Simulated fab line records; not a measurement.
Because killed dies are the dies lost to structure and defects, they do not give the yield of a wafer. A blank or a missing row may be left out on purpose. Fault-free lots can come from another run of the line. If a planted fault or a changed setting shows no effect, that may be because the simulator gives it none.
Matching of chambers ; flow nand-harc ; NHARC_A_CONTACT_DEP_58 on pecvd-01 has 3 sister chambers
The step deposits SiON, target thk 90 nm. 14 wafers are shown with their chamber, then 7 later ones without.

== WAFERS PAIRED WITH THEIR CHAMBERS ==
wafer;chamber;heater-power-outer-w (W);heater-power-w (W)
L076.1;1;441;735
L076.5;2;433;668
L076.6;1;431;765
L078.2;0;448;699
L078.5;1;441;770
L078.6;0;445;693
L082.2;0;567;812
L082.3;2;407;656
L082.6;2;411;641
L081.2;0;530;786
L081.4;1;424;729
L081.6;2;472;738
L081.1;2;458;766
L081.3;1;415;773

SIGNATURES, as means of the wafers listed above
reading;chamber 0;chamber 1;chamber 2;scatter within a chamber
heater-power-outer-w;497.50;430.40;436.20;36.7
heater-power-w;747.50;754.40;693.80;47.4
Rule: a wafer's distance from a chamber is the root of the sum, over the readings, of the square of ((its reading less the chamber's mean) divided by the reading's scatter). The wafer belongs to the nearest chamber; if the next one is less than 2 further off, it can't be placed. The scatter: the root of (the sum of the squares of (reading less its chamber's mean) over the shown wafers, divided by (wafers less chambers)).

== WAFERS WITH NO CHAMBER GIVEN ==
wafer;heater-power-outer-w (W);heater-power-w (W)
L081.5;529;809
L088.1;555;842
L088.5;430;673
L088.6;559;842
L091.2;501;769
L091.3;463;783
L091.5;421;671

== CHAMBER TAKEN BY EACH ==
wafer;from the rows above;in truth
L081.5;can't be placed: 0 or 1 or 2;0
L088.1;can't be placed: 0 or 1 or 2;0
L088.5;can't be placed: 2 or 1 or 0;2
L088.6;can't be placed: 0 or 1 or 2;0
L091.2;can't be placed: 0 or 1 or 2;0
L091.3;can't be placed: 1 or 0 or 2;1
L091.5;can't be placed: 2 or 1 or 0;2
Placed correctly: 0 of 7. These rows do not allow placing 7 (true chamber among the candidates in 7). Placed wrongly: 0.
